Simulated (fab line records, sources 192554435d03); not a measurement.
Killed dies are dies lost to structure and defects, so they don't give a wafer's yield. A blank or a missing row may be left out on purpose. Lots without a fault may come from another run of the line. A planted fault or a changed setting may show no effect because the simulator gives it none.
Which tool did it? | flow n5_finfet | 23 lots, 69 wafers sampled, at 6 steps of a route of 1938

WHAT THE GAUGES READ, wafer by wafer
N5_GATE_CUT_OVL_MEAS_14. Usual: GATE_CUT_OVL 0.1 nm, standard deviation 0.7.
lot  | measured     | on         | GATE_CUT_OVL (nm) | flag
L074 | day 4 13:16  | overlay-01 | -0.1 0.5 -0.1     |
L075 | day 4 22:52  | overlay-01 | -0.7 -0.4 -0.1    |
L076 | day 5 02:08  | overlay-01 | -0.3 1.2 1.1      |
L077 | day 5 08:34  | overlay-02 | 0.6 0.9 0.7       |
L078 | day 5 12:38  | overlay-02 | 1.0 0.9 0.6       |
L079 | day 5 22:11  | overlay-02 | 0.1 0.1 0.0       |
L080 | day 5 23:21  | overlay-01 | 1.1 -0.2 0.7      |
L081 | day 6 08:23  | overlay-01 | 0.7 -0.7 0.5      |
L082 | day 6 09:57  | overlay-01 | -0.2 1.1 -0.2     |
L083 | day 6 15:13  | overlay-01 | -0.1 -0.2 0.1     |
L084 | day 6 22:43  | overlay-01 | -0.5 -1.0 -0.2    |
L085 | day 7 04:08  | overlay-02 | 0.0 -0.3 0.0      |
L087 | day 7 15:21  | overlay-02 | 1.2 1.1 1.0       |
L088 | day 8 01:09  | overlay-02 | 1.1 -0.1 1.0      |
L089 | day 8 03:47  | overlay-02 | 1.4 -0.8 -0.6     |
L090 | day 8 11:25  | overlay-01 | -0.8 0.2 -1.6     |
L091 | day 8 16:45  | overlay-02 | 0.9 1.0 -0.2      |
L092 | day 8 23:02  | overlay-01 | -0.8 -0.9 -0.3    |
L093 | day 9 04:40  | overlay-02 | -0.2 0.4 -0.8     |
L094 | day 9 13:42  | overlay-02 | 0.5 0.6 0.4       |
L095 | day 9 19:16  | overlay-02 | -0.2 -1.0 -1.5    |
L096 | day 9 23:26  | overlay-01 | 0.7 -0.2 0.7      |
L097 | day 10 06:08 | overlay-02 | 0.8 -0.2 0.1      |

WHICH TOOL RAN EACH LOT (tool, then ch and the chambers of the sampled wafers, then the start)
lot  | N5_HKMG_FIN_ETCH_31               | N5_HKMG_FIN_STRIP_92              | N5_HKMG_FIN_ETCHBACK_68           | N5_HKMG_FIN_W_FILL_22         | N5_HKMG_FIN_CMP_23
L074 | rie_diel-05 ch 0,1, day 4 04:36   | rie_diel-05 ch 0,1, day 4 05:01   | rie_metal-02 ch 0,1, day 4 07:18  | cvd_w-01 ch 0,1, day 4 08:15  | cmp-03 ch 0,2,3, day 4 08:21
L075 | rie_diel-02 ch 0,1,3, day 4 14:28 | rie_diel-02 ch 0,1,3, day 4 14:53 | rie_metal-01 ch 1, day 4 17:06    | cvd_w-02 ch 1, day 4 18:16    | cmp-03 ch 2,3, day 4 18:24
L076 | rie_diel-01 ch 1,3, day 4 17:04   | rie_diel-01 ch 1,3, day 4 17:29   | rie_metal-01 ch 0,1, day 4 19:56  | cvd_w-02 ch 1, day 4 20:58    | cmp-02 ch 1,2,3, day 4 21:06
L077 | rie_diel-01 ch 0,3, day 5 00:29   | rie_diel-01 ch 0,3, day 5 00:53   | rie_metal-02 ch 0,1, day 5 03:04  | cvd_w-02 ch 0,1, day 5 04:01  | cmp-02 ch 0,3, day 5 04:07
L078 | rie_diel-01 ch 1,2,3, day 5 04:34 | rie_diel-01 ch 1,2,3, day 5 04:59 | rie_metal-02 ch 0,1, day 5 07:10  | cvd_w-02 ch 0,1, day 5 08:07  | cmp-04 ch 1,2, day 5 08:18
L079 | rie_diel-01 ch 0,3, day 5 13:56   | rie_diel-01 ch 0,3, day 5 14:21   | rie_metal-03 ch 0,1, day 5 16:47  | cvd_w-02 ch 0,1, day 5 17:42  | cmp-03 ch 0,1,2, day 5 18:04
L080 | rie_diel-01 ch 1,2,3, day 5 15:03 | rie_diel-01 ch 1,2,3, day 5 15:28 | rie_metal-01 ch 0,1, day 5 17:47  | cvd_w-01 ch 0,1, day 5 18:43  | cmp-02 ch 1,2,3, day 5 19:00
L081 | rie_diel-01 ch 1,2,3, day 6 00:17 | rie_diel-01 ch 1,2,3, day 6 00:43 | rie_metal-03 ch 0,1, day 6 02:57  | cvd_w-02 ch 0,1, day 6 03:52  | cmp-02 ch 0,3, day 6 03:58
L082 | rie_diel-05 ch 1,2,3, day 6 01:37 | rie_diel-05 ch 1,2,3, day 6 02:02 | rie_metal-02 ch 0,1, day 6 04:18  | cvd_w-02 ch 0,1, day 6 05:15  | cmp-04 ch 0,2,3, day 6 05:22
L083 | rie_diel-02 ch 1,2,3, day 6 06:43 | rie_diel-02 ch 1,2,3, day 6 07:08 | rie_metal-01 ch 0,1, day 6 09:20  | cvd_w-01 ch 0,1, day 6 10:23  | cmp-03 ch 0,3, day 6 10:29
L084 | rie_diel-02 ch 1,3, day 6 14:23   | rie_diel-02 ch 1,3, day 6 14:48   | rie_metal-03 ch 0,1, day 6 16:58  | cvd_w-02 ch 0,1, day 6 17:54  | cmp-02 ch 0,1,2, day 6 18:01
L085 | rie_diel-05 ch 0,2, day 6 19:50   | rie_diel-05 ch 0,2, day 6 20:15   | rie_metal-02 ch 0,1, day 6 22:25  | cvd_w-01 ch 0,1, day 6 23:21  | cmp-02 ch 0,2, day 6 23:28
L087 | rie_diel-05 ch 0,1,2, day 7 06:56 | rie_diel-05 ch 0,1,2, day 7 07:22 | rie_metal-02 ch 0,1, day 7 09:39  | cvd_w-02 ch 0,1, day 7 10:37  | cmp-03 ch 0,1,2, day 7 10:49
L088 | rie_diel-01 ch 1,2,3, day 7 16:54 | rie_diel-01 ch 1,2,3, day 7 17:19 | rie_metal-01 ch 0,1, day 7 19:38  | cvd_w-02 ch 0,1, day 7 20:35  | cmp-04 ch 0,2,3, day 7 20:41
L089 | rie_diel-05 ch 0,1,3, day 7 19:42 | rie_diel-05 ch 0,1,3, day 7 20:07 | rie_metal-01 ch 1, day 7 22:17    | cvd_w-01 ch 0,1, day 7 23:14  | cmp-02 ch 0,2,3, day 7 23:21
L090 | rie_diel-02 ch 1,2, day 8 03:25   | rie_diel-02 ch 1,2, day 8 03:50   | rie_metal-03 ch 1, day 8 06:01    | cvd_w-01 ch 0,1, day 8 06:59  | cmp-02 ch 0,1,2, day 8 07:15
L091 | rie_diel-05 ch 0,1,2, day 8 08:22 | rie_diel-05 ch 0,1,2, day 8 08:47 | rie_metal-01 ch 0,1, day 8 10:59  | cvd_w-02 ch 0,1, day 8 11:55  | cmp-03 ch 0,1,3, day 8 12:02
L092 | rie_diel-05 ch 0,3, day 8 13:28   | rie_diel-05 ch 0,3, day 8 13:53   | rie_metal-03 ch 0,1, day 8 16:14  | cvd_w-01 ch 0,1, day 8 17:09  | cmp-02 ch 0,3, day 8 17:15
L093 | rie_diel-02 ch 1,2,3, day 8 19:17 | rie_diel-02 ch 1,2,3, day 8 19:41 | rie_metal-01 ch 0,1, day 8 22:01  | cvd_w-02 ch 0,1, day 8 22:58  | cmp-04 ch 0,1,3, day 8 23:04
L094 | rie_diel-01 ch 0,1,3, day 9 05:38 | rie_diel-01 ch 0,1,3, day 9 06:02 | rie_metal-03 ch 0,1, day 9 08:13  | cvd_w-01 ch 0,1, day 9 09:08  | cmp-04 ch 0,1,3, day 9 09:23
L095 | rie_diel-02 ch 0,1,3, day 9 10:58 | rie_diel-02 ch 0,1,3, day 9 11:23 | rie_metal-03 ch 0,1, day 9 13:38  | cvd_w-01 ch 1, day 9 14:35    | cmp-02 ch 1,2, day 9 14:47
L096 | rie_diel-01 ch 0,2,3, day 9 14:39 | rie_diel-01 ch 0,2,3, day 9 15:04 | rie_metal-01 ch 0,1, day 9 17:14  | cvd_w-02 ch 0,1, day 9 18:11  | cmp-04 ch 0,1,2, day 9 18:59
L097 | rie_diel-05 ch 0,1, day 9 21:57   | rie_diel-05 ch 0,1, day 9 22:22   | rie_metal-02 ch 0,1, day 10 00:34 | cvd_w-01 ch 0,1, day 10 01:29 | cmp-04 ch 1,2,3, day 10 01:35
- N5_HKMG_FIN_ETCH_31: etches SiARC in CF4, target depth 45.5 nm, time 75.8 s.
- N5_HKMG_FIN_STRIP_92: strips SOC in N2/H2, time 20 s.
- N5_HKMG_FIN_ETCHBACK_68: etches the open film in Cl2/Ar, stops on HfO2, target depth 0.5 nm.
- N5_HKMG_FIN_W_FILL_22: material W, target thk 60 nm, time 18.2 s.
- N5_HKMG_FIN_CMP_23: polishes, stops on SiNx, t overpolish 10 s, target thk 46.326 nm.

WHAT THE TOOLS THEMSELVES READ (means of the sampled wafers that have a number; where no wafer has one, the mark that the record gives instead)
N5_HKMG_FIN_ETCH_31. Usual: drypump_motor_current_A 5.9 A, standard deviation 0.57; etch_rf_on_time_s 76.0 s, standard deviation 1.2; oes_product_au 0.68 a.u., standard deviation 0.081; rf_vpp_V 184.2 V, standard deviation 1.2; showerhead_plenum_p_Torr 2.15 Torr, standard deviation 0.076; throttle_valve_pct 15.66 %, standard deviation 0.16.
lot  | tool        | drypump_motor_current_A (A) | etch_rf_on_time_s (s) | oes_product_au (a.u.) | rf_vpp_V (V) | showerhead_plenum_p_Torr (Torr) | throttle_valve_pct (%) | flag
L074 | rie_diel-05 | 6.6                         | 76.1                  | 0.69                  | 183.9        | 2.19                            | 15.50                  |
L075 | rie_diel-02 | 5.7                         | 77.0                  | 0.63                  | 183.8        | 2.11                            | 15.65                  |
L076 | rie_diel-01 | 5.6                         | 75.5                  | 0.72                  | 185.4        | 2.17                            | 15.77                  |
L077 | rie_diel-01 | 5.3                         | 77.2                  | 0.63                  | 183.9        | 2.14                            | 15.82                  |
L078 | rie_diel-01 | 6.1                         | 76.5                  | 0.70                  | 184.6        | 2.17                            | 15.70                  |
L079 | rie_diel-01 | 5.3                         | 76.3                  | 0.61                  | 184.3        | 2.12                            | 15.85                  |
L080 | rie_diel-01 | 6.1                         | 75.9                  | 0.71                  | 184.1        | 2.17                            | 15.72                  |
L081 | rie_diel-01 | 6.1                         | 75.6                  | 0.70                  | 184.2        | 2.17                            | 15.73                  |
L082 | rie_diel-05 | 6.1                         | 75.2                  | 0.66                  | 184.0        | 2.09                            | 15.80                  |
L083 | rie_diel-02 | 5.4                         | 76.3                  | 0.62                  | 184.4        | 2.13                            | 15.72                  |
L084 | rie_diel-02 | 5.6                         | 77.0                  | 0.63                  | 183.6        | 2.16                            | 15.67                  |
L085 | rie_diel-05 | 6.3                         | 77.0                  | 0.72                  | 185.4        | 2.23                            | 15.55                  |
L087 | rie_diel-05 | 6.3                         | 75.6                  | 0.69                  | 184.4        | 2.16                            | 15.65                  |
L088 | rie_diel-01 | 6.1                         | 75.6                  | 0.68                  | 184.7        | 2.16                            | 15.76                  |
L089 | rie_diel-05 | 6.4                         | 74.7                  | 0.71                  | 184.4        | 2.19                            | 15.58                  |
L090 | rie_diel-02 | 5.2                         | 75.6                  | 0.73                  | 183.1        | 2.09                            | 15.45                  |
L091 | rie_diel-05 | 6.3                         | 76.0                  | 0.68                  | 184.9        | 2.16                            | 15.67                  |
L092 | rie_diel-05 | 6.3                         | 75.4                  | 0.73                  | 185.3        | 2.26                            | 15.51                  |
L093 | rie_diel-02 | 5.4                         | 76.6                  | 0.67                  | 184.4        | 2.12                            | 15.60                  |
L094 | rie_diel-01 | 5.6                         | 75.8                  | 0.72                  | 183.5        | 2.14                            | 15.69                  |
L095 | rie_diel-02 | 5.7                         | 76.3                  | 0.70                  | 183.8        | 2.17                            | 15.56                  |
L096 | rie_diel-01 | 5.8                         | 75.7                  | 0.69                  | 183.2        | 2.13                            | 15.67                  |
L097 | rie_diel-05 | 6.6                         | 76.7                  | 0.64                  | 184.0        | 2.17                            | 15.61                  |

N5_HKMG_FIN_STRIP_92. Usual: bias_power_w 8.003 W, standard deviation 0.022; drypump_motor_current_A 5.9 A, standard deviation 0.57; n2_flow_sccm 299.9 sccm, standard deviation 0.93; oes_product_au 0.80 a.u., standard deviation 0.096; rf_vpp_V 54.3 V, standard deviation 0.85; showerhead_plenum_p_Torr 3.37 Torr, standard deviation 0.12; throttle_valve_pct 19.08 %, standard deviation 0.25.
lot  | tool        | bias_power_w (W) | drypump_motor_current_A (A) | n2_flow_sccm (sccm) | oes_product_au (a.u.) | rf_vpp_V (V) | showerhead_plenum_p_Torr (Torr) | throttle_valve_pct (%) | flag
L074 | rie_diel-05 | 8.010            | 6.7                         | 299.5               | 0.81                  | 54.9         | 3.44                            | 18.95                  |
L075 | rie_diel-02 | 8.011            | 5.7                         | 299.9               | 0.74                  | 53.9         | 3.31                            | 18.90                  |
L076 | rie_diel-01 | 8.022            | 5.6                         | 299.4               | 0.84                  | 54.1         | 3.41                            | 19.36                  |
L077 | rie_diel-01 | 8.001            | 5.4                         | 299.7               | 0.74                  | 54.3         | 3.37                            | 19.31                  |
L078 | rie_diel-01 | 7.997            | 6.1                         | 299.9               | 0.83                  | 54.8         | 3.39                            | 19.16                  |
L079 | rie_diel-01 | 8.012            | 5.3                         | 300.4               | 0.71                  | 53.9         | 3.34                            | 19.21                  |
L080 | rie_diel-01 | 8.004            | 6.1                         | 299.6               | 0.83                  | 54.8         | 3.39                            | 19.16                  |
L081 | rie_diel-01 | 7.994            | 6.1                         | 299.7               | 0.82                  | 54.9         | 3.39                            | 19.17                  |
L082 | rie_diel-05 | 8.002            | 6.2                         | 299.8               | 0.78                  | 53.4         | 3.27                            | 19.36                  |
L083 | rie_diel-02 | 8.026            | 5.4                         | 299.1               | 0.73                  | 54.4         | 3.34                            | 19.06                  |
L084 | rie_diel-02 | 7.978            | 5.6                         | 301.3               | 0.74                  | 55.0         | 3.40                            | 18.98                  |
L085 | rie_diel-05 | 7.999            | 6.2                         | 299.8               | 0.85                  | 54.4         | 3.50                            | 19.05                  |
L087 | rie_diel-05 | 7.991            | 6.4                         | 300.0               | 0.81                  | 54.3         | 3.39                            | 19.16                  |
L088 | rie_diel-01 | 8.004            | 6.1                         | 300.8               | 0.79                  | 55.0         | 3.38                            | 19.19                  |
L089 | rie_diel-05 | 8.010            | 6.5                         | 300.0               | 0.83                  | 54.7         | 3.43                            | 19.09                  |
L090 | rie_diel-02 | 8.019            | 5.2                         | 299.5               | 0.87                  | 53.5         | 3.27                            | 18.90                  |
L091 | rie_diel-05 | 8.003            | 6.4                         | 298.5               | 0.80                  | 54.9         | 3.38                            | 19.18                  |
L092 | rie_diel-05 | 7.989            | 6.4                         | 299.6               | 0.86                  | 54.0         | 3.54                            | 19.00                  |
L093 | rie_diel-02 | 8.037            | 5.4                         | 299.8               | 0.78                  | 54.4         | 3.33                            | 18.97                  |
L094 | rie_diel-01 | 7.982            | 5.5                         | 301.0               | 0.84                  | 54.0         | 3.36                            | 19.16                  |
L095 | rie_diel-02 | 8.002            | 5.7                         | 299.5               | 0.81                  | 53.6         | 3.42                            | 18.84                  |
L096 | rie_diel-01 | 7.985            | 5.8                         | 300.3               | 0.80                  | 54.3         | 3.34                            | 19.01                  |
L097 | rie_diel-05 | 7.976            | 6.7                         | 298.9               | 0.75                  | 54.2         | 3.41                            | 19.03                  |

N5_HKMG_FIN_ETCHBACK_68. Usual: drypump_motor_current_A 5.7 A, standard deviation 0.46; oes_product_au 0.79 a.u., standard deviation 0.09; throttle_valve_pct 20.74 %, standard deviation 0.1.
lot  | tool         | drypump_motor_current_A (A) | oes_product_au (a.u.) | throttle_valve_pct (%) | flag
L074 | rie_metal-02 | 5.5                         | 0.77                  | 20.80                  |
L075 | rie_metal-01 | 6.4                         | 0.83                  | 20.63                  |
L076 | rie_metal-01 | 5.9                         | 0.92                  | 20.70                  |
L077 | rie_metal-02 | 5.5                         | 0.77                  | 20.80                  |
L078 | rie_metal-02 | 5.5                         | 0.77                  | 20.81                  |
L079 | rie_metal-03 | 5.6                         | 0.78                  | 20.77                  |
L080 | rie_metal-01 | 5.9                         | 0.89                  | 20.71                  |
L081 | rie_metal-03 | 5.3                         | 0.78                  | 20.72                  |
L082 | rie_metal-02 | 5.5                         | 0.76                  | 20.81                  |
L083 | rie_metal-01 | 5.9                         | 0.88                  | 20.70                  |
L084 | rie_metal-03 | 5.3                         | 0.77                  | 20.71                  |
L085 | rie_metal-02 | 5.6                         | 0.67                  | 20.77                  |
L087 | rie_metal-02 | 5.6                         | 0.68                  | 20.76                  |
L088 | rie_metal-01 | 6.1                         | 0.80                  | 20.72                  |
L089 | rie_metal-01 | 6.4                         | 0.80                  | 20.65                  |
L090 | rie_metal-03 | 5.0                         | 0.78                  | 20.66                  |
L091 | rie_metal-01 | 6.1                         | 0.82                  | 20.69                  |
L092 | rie_metal-03 | 5.3                         | 0.76                  | 20.72                  |
L093 | rie_metal-01 | 5.9                         | 0.84                  | 20.73                  |
L094 | rie_metal-03 | 5.3                         | 0.76                  | 20.73                  |
L095 | rie_metal-03 | 5.6                         | 0.73                  | 20.83                  |
L096 | rie_metal-01 | 5.9                         | 0.83                  | 20.72                  |
L097 | rie_metal-02 | 5.6                         | 0.89                  | 20.54                  |

N5_HKMG_FIN_W_FILL_22. Usual: heater_power_w 836 W, standard deviation 62; throttle_valve_pct 19.80 %, standard deviation 0.21.
lot  | tool     | heater_power_w (W) | throttle_valve_pct (%) | flag
L074 | cvd_w-01 | 809                | 19.77                  |
L075 | cvd_w-02 | 904                | 19.56                  |
L076 | cvd_w-02 | 900                | 19.61                  |
L077 | cvd_w-02 | 863                | 19.64                  |
L078 | cvd_w-02 | 853                | 19.74                  |
L079 | cvd_w-02 | 875                | 19.63                  |
L080 | cvd_w-01 | 767                | 19.72                  |
L081 | cvd_w-02 | 879                | 19.68                  |
L082 | cvd_w-02 | 861                | 19.66                  |
L083 | cvd_w-01 | 777                | 19.78                  |
L084 | cvd_w-02 | 859                | 19.87                  |
L085 | cvd_w-01 | 809                | 19.81                  |
L087 | cvd_w-02 | 866                | 19.79                  |
L088 | cvd_w-02 | 883                | 19.75                  |
L089 | cvd_w-01 | 764                | 19.89                  |
L090 | cvd_w-01 | 813                | 20.08                  |
L091 | cvd_w-02 | 876                | 19.74                  |
L092 | cvd_w-01 | 801                | 20.24                  |
L093 | cvd_w-02 | 857                | 19.83                  |
L094 | cvd_w-01 | 786                | 19.92                  |
L095 | cvd_w-01 | 858                | 20.09                  |
L096 | cvd_w-02 | 864                | 19.91                  |
L097 | cvd_w-01 | 809                | 19.97                  |

N5_HKMG_FIN_CMP_23. Usual: head_pressure_psi 3.999 psi, standard deviation 0.0084; motor_current_A 11.6 A, standard deviation 1.4; overpolish_run_s 10.000 s, standard deviation 0.009; time_to_endpoint_s 12.4 s, standard deviation 1.9.
lot  | tool   | head_pressure_psi (psi) | motor_current_A (A) | overpolish_run_s (s) | time_to_endpoint_s (s) | flag
L074 | cmp-03 | 4.010                   | 11.4                | 9.995                | 11.1                   |
L075 | cmp-03 | 4.003                   | 11.1                | 10.005               | 13.8                   |
L076 | cmp-02 | 3.999                   | 10.8                | 10.017               | 13.1                   |
L077 | cmp-02 | 4.003                   | 11.3                | 9.998                | 13.8                   |
L078 | cmp-04 | 4.003                   | 14.0                | 9.998                | 10.4                   |
L079 | cmp-03 | 3.999                   | 11.8                | 10.003               | 14.5                   |
L080 | cmp-02 | 3.985                   | 11.1                | 9.998                | 11.3                   |
L081 | cmp-02 | 4.000                   | 10.6                | 9.995                | 13.1                   |
L082 | cmp-04 | 4.004                   | 12.1                | 9.993                | 13.6                   |
L083 | cmp-03 | 4.001                   | 11.5                | 10.012               | 13.7                   |
L084 | cmp-02 | 3.999                   | 11.7                | 10.011               | 13.7                   |
L085 | cmp-02 | 3.991                   | 12.5                | 10.002               | 13.4                   |
L087 | cmp-03 | 3.995                   | 11.6                | 10.001               | 14.2                   |
L088 | cmp-04 | 3.995                   | 12.2                | 9.998                | 12.4                   |
L089 | cmp-02 | 4.002                   | 11.8                | 9.998                | 11.6                   |
L090 | cmp-02 | 4.002                   | 11.5                | 9.996                | 10.7                   |
L091 | cmp-03 | 3.996                   | 11.9                | 10.003               | 12.0                   |
L092 | cmp-02 | 4.010                   | 11.1                | 10.001               | 11.6                   |
L093 | cmp-04 | 3.994                   | 10.5                | 10.002               | 12.1                   |
L094 | cmp-04 | 4.002                   | 10.8                | 9.995                | 10.4                   |
L095 | cmp-02 | 4.000                   | 11.4                | 10.005               | 9.8                    |
L096 | cmp-04 | 3.998                   | 12.2                | 9.991                | 11.8                   |
L097 | cmp-04 | 4.008                   | 12.1                | 10.002               | 9.6                    |

THE ANSWER, worked out from the rows above alone
Rule: a lot is off if the mean of its wafers that have a number lies more than 3 standard deviations from the usual mean. A lot without any number at a reading at which 4 lots or more have one is off too. The other lots that the step has rows for count as sound. The gauges are gone through in route order, then the tools' own readings, and for those a lot's mean is taken as printed above. The first step at which some lot is off is used, and at that step the reading that is off furthest; a lot without a number counts as furthest.
No lot is off at any reading shown: from this, nothing can be told.

WHAT THE SIMULATOR HAD PUT IN
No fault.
